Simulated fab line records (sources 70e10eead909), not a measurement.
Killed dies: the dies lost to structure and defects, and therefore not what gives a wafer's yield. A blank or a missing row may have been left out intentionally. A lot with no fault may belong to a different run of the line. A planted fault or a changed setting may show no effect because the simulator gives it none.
The tool behind it: which one?    flow nandHarc    13 lots with 37 wafers sampled at 6 steps, on a route of 1302 steps

== WHAT THE GAUGES READ, wafer by wafer ==
NHARC_P_START_INSPECT_01. Usual: rawDefectCount at 3.5, with a standard deviation of 1.8.
lot   measured      on                rawDefectCount  flag
L569  day 1 20:02   defectInspect-01  6 2 1           
L570  day 2 06:02   defectInspect-01  5 3 2           
L572  day 3 02:02   defectInspect-01  6 3 1           
L573  day 3 12:02   defectInspect-02  3 4 5           
L574  day 3 22:02   defectInspect-02  6 1 6           
L575  day 4 08:02   defectInspect-02  2 3 5           
L576  day 4 18:02   defectInspect-02  5 2 8           
L577  day 5 04:02   defectInspect-01  3 2 3           
L580  day 6 10:02   defectInspect-01  5 4 2           
L582  day 7 06:03   defectInspect-01  0 3 7           
L583  day 7 16:02   defectInspect-01  3 3 1           
L588  day 9 18:02   defectInspect-01  5 1             
L589  day 10 04:02  defectInspect-02  8 0             

NHARC_P_GATE_CD_MEAS_26 targets a cd of 120 nm. Usual: cdNm at 120.3 nm, with a standard deviation of 0.54.
lot   measured      on        cdNm (nm)          flag
L569  day 6 13:00   cdSem-02  120.2 119.7 120.0  
L570  day 5 16:59   cdSem-02  121.1 120.4 120.8  
L572  day 6 10:59   cdSem-02  120.2 119.8 120.7  
L573  day 6 13:23   cdSem-03  119.5 120.3 119.6  
L574  day 7 01:59   cdSem-02  120.0 119.5 120.2  
L575  day 7 11:10   cdSem-03  120.0 119.5 120.0  
L576  day 7 23:34   cdSem-02  120.6 120.8 121.0  
L577  day 8 13:55   cdSem-03  120.9 120.9 121.2  
L580  day 9 14:49   cdSem-03  120.2 120.5 120.6  
L582  day 11 05:25  cdSem-01  119.9 119.3 119.6  
L583  day 11 06:11  cdSem-03  119.9 120.5 120.6  
L588  day 12 16:46  cdSem-02  108.2 119.7        OFF
L589  day 13 06:16  cdSem-03  120.7 107.6        OFF

NHARC_END_SORT_01. Usual: killedAtArray 58, standard deviation 20; killedAtOther 0.8, standard deviation 1; killedAtPeriphery 4.6, standard deviation 2.8; killedDies 63, standard deviation 19; killedOpen 3.4, standard deviation 2; killedShort 2.4, standard deviation 1.8.
lot   measured      on         killedAtArray  killedAtOther  killedAtPeriphery  killedDies  killedOpen  killedShort  flag
L588  day 32 05:35  prober-02  69             1              10                 80          0           4            
L589  day 32 07:59  prober-01  38             0              7                  45          3           2            

== WHAT TOOL EACH LOT RAN ON (gives the tool, then ch and the chambers of the sampled wafers, and finally the start) ==
lot   NHARC_P_ZERO_WELL_RTA_42         NHARC_P_GATE_PEB_24               NHARC_P_GATE_DESCUM_31
L569  rtpAnneal-01 ch 0, day 3 16:54   lithoTrack-04 ch 0, day 6 12:55   rieDiel-03 ch 0,1,2, day 6 13:13
L570  rtpAnneal-02 ch 0, day 2 13:10   lithoTrack-01 ch 0, day 5 16:54   rieDiel-07 ch 0,2,3, day 5 17:10
L572  rtpAnneal-01 ch 0, day 3 08:46   lithoTrack-01 ch 0, day 6 10:55   rieDiel-03 ch 0,1, day 6 11:10
L573  rtpAnneal-01 ch 0, day 3 19:07   lithoTrack-06 ch 0, day 6 13:18   rieDiel-07 ch 0,1,3, day 6 13:34
L574  rtpAnneal-01 ch 0, day 4 04:55   lithoTrack-06 ch 0, day 7 01:55   rieDiel-07 ch 0,1,2, day 7 02:11
L575  rtpAnneal-01 ch 0, day 4 14:56   lithoTrack-06 ch 0, day 7 11:05   rieDiel-03 ch 1,2,3, day 7 11:24
L576  rtpAnneal-01 ch 0, day 5 01:13   lithoTrack-06 ch 0, day 7 23:29   rieDiel-01 ch 0,2, day 7 23:46
L577  rtpAnneal-02 ch 0, day 5 11:06   lithoTrack-04 ch 0, day 8 13:50   rieDiel-07 ch 1,3, day 8 14:05
L580  rtpAnneal-02 ch 0, day 6 18:15   lithoTrack-06 ch 0, day 9 14:44   rieDiel-03 ch 1,2, day 9 15:00
L582  rtpAnneal-01 ch 0, day 7 13:05   lithoTrack-01 ch 0, day 11 05:20  rieDiel-07 ch 0,1,2, day 11 05:37
L583  rtpAnneal-01 ch 0, day 7 22:47   lithoTrack-06 ch 0, day 11 06:06  rieDiel-07 ch 0,1,2, day 11 06:22
L588  rtpAnneal-01 ch 0, day 10 00:38  lithoTrack-01 ch 0, day 12 16:41  rieDiel-07 ch 0,2, day 12 16:57
L589  rtpAnneal-01 ch 0, day 10 13:17  lithoTrack-01 ch 0, day 13 06:11  rieDiel-01 ch 0,1, day 13 06:26
- NHARC_P_ZERO_WELL_RTA_42: time 300 s.
- NHARC_P_GATE_PEB_24: peb time 65 s.
- NHARC_P_GATE_DESCUM_31: chemistry O2, time 3 s.

== AS READ BY THE TOOLS THEMSELVES (means over the sampled wafers that have a number; for cases with no such wafer, the mark the record gives instead) ==
NHARC_P_ZERO_WELL_RTA_42. Usual: lampPowerPct 37.0 %, standard deviation 0.48; wafer_temp_C_max 1108.0, standard deviation 2.6.
lot   tool          lampPowerPct (%)  wafer_temp_C_max  flag
L569  rtpAnneal-01  36.7              1108.3            
L570  rtpAnneal-02  37.8              1103.9            
L572  rtpAnneal-01  36.7              1108.4            
L573  rtpAnneal-01  36.7              1110.1            
L574  rtpAnneal-01  36.7              1108.1            
L575  rtpAnneal-01  36.8              1108.8            
L576  rtpAnneal-01  36.8              1110.8            
L577  rtpAnneal-02  37.8              1104.6            
L580  rtpAnneal-02  37.8              1104.6            
L582  rtpAnneal-01  36.7              1110.6            
L583  rtpAnneal-01  36.8              1108.1            
L588  rtpAnneal-01  36.7              1108.9            
L589  rtpAnneal-01  36.8              1109.2            

NHARC_P_GATE_PEB_24. Usual: plateTempC at 100.01 C, with a standard deviation of 0.12.
lot   tool           plateTempC (C)  flag
L569  lithoTrack-04  99.96           
L570  lithoTrack-01  99.96           
L572  lithoTrack-01  99.86           
L573  lithoTrack-06  100.12          
L574  lithoTrack-06  99.98           
L575  lithoTrack-06  99.96           
L576  lithoTrack-06  100.04          
L577  lithoTrack-04  99.97           
L580  lithoTrack-06  100.00          
L582  lithoTrack-01  99.97           
L583  lithoTrack-06  100.11          
L588  lithoTrack-01  100.00          
L589  lithoTrack-01  100.06          

NHARC_P_GATE_DESCUM_31. Usual: drypumpMotorCurrentA 5.9 A, standard deviation 0.64; oesProductAu 1.010 a.u., standard deviation 0.0093; rfVppV 57.8 V, standard deviation 0.9; showerheadPlenumPTorr 1.90 Torr, standard deviation 0.059; throttleValvePct 11.310 %, standard deviation 0.009.
lot   tool        drypumpMotorCurrentA (A)  oesProductAu (a.u.)  rfVppV (V)  showerheadPlenumPTorr (Torr)  throttleValvePct (%)  flag
L569  rieDiel-03  6.2                       1.007                58.2        1.89                          11.308                
L570  rieDiel-07  5.4                       1.001                58.0        1.94                          11.318                
L572  rieDiel-03  6.3                       1.021                57.9        1.89                          11.315                
L573  rieDiel-07  5.6                       1.007                57.3        1.93                          11.310                
L574  rieDiel-07  5.8                       1.011                57.4        1.90                          11.299                
L575  rieDiel-03  6.0                       1.011                58.6        1.89                          11.314                
L576  rieDiel-01  5.9                       1.002                56.7        1.81                          11.304                
L577  rieDiel-07  6.1                       1.007                58.8        1.94                          11.322                
L580  rieDiel-03  6.4                       1.009                57.8        1.94                          11.313                
L582  rieDiel-07  5.8                       1.008                58.1        1.90                          11.313                
L583  rieDiel-07  5.8                       1.018                56.9        1.90                          11.311                
L588  rieDiel-07  5.5                       1.011                57.9        1.90                          11.303                
L589  rieDiel-01  6.5                       1.018                56.2        1.80                          11.306                

== THE ANSWER, worked out from the rows above alone ==
Rule: lot off if the mean of its wafers having a number is beyond 3 standard deviations from the usual mean. Also off: a lot with no number at a reading for which 4 or more lots have one. All remaining lots with rows at the step are treated as sound. The gauges are gone through in route order, then the tools' own readings, and for those a lot's mean is taken as printed above. The first step at which some lot is off is used, and at that step the reading that is off furthest; a lot without a number counts as furthest.
Off, at NHARC_P_GATE_CD_MEAS_26 on cdNm: L588, L589.
A tool fits if, at a process step before that reading, it ran every lot that is off, and no sound lot after the first of them. The gauges at NHARC_P_GATE_CD_MEAS_26 are tried like those tools. Undecided on this evidence; 2 tools fit (rtpAnneal-01 at NHARC_P_ZERO_WELL_RTA_42, lithoTrack-01 at NHARC_P_GATE_PEB_24).

== WHAT THE SIMULATOR HAD INSERTED ==
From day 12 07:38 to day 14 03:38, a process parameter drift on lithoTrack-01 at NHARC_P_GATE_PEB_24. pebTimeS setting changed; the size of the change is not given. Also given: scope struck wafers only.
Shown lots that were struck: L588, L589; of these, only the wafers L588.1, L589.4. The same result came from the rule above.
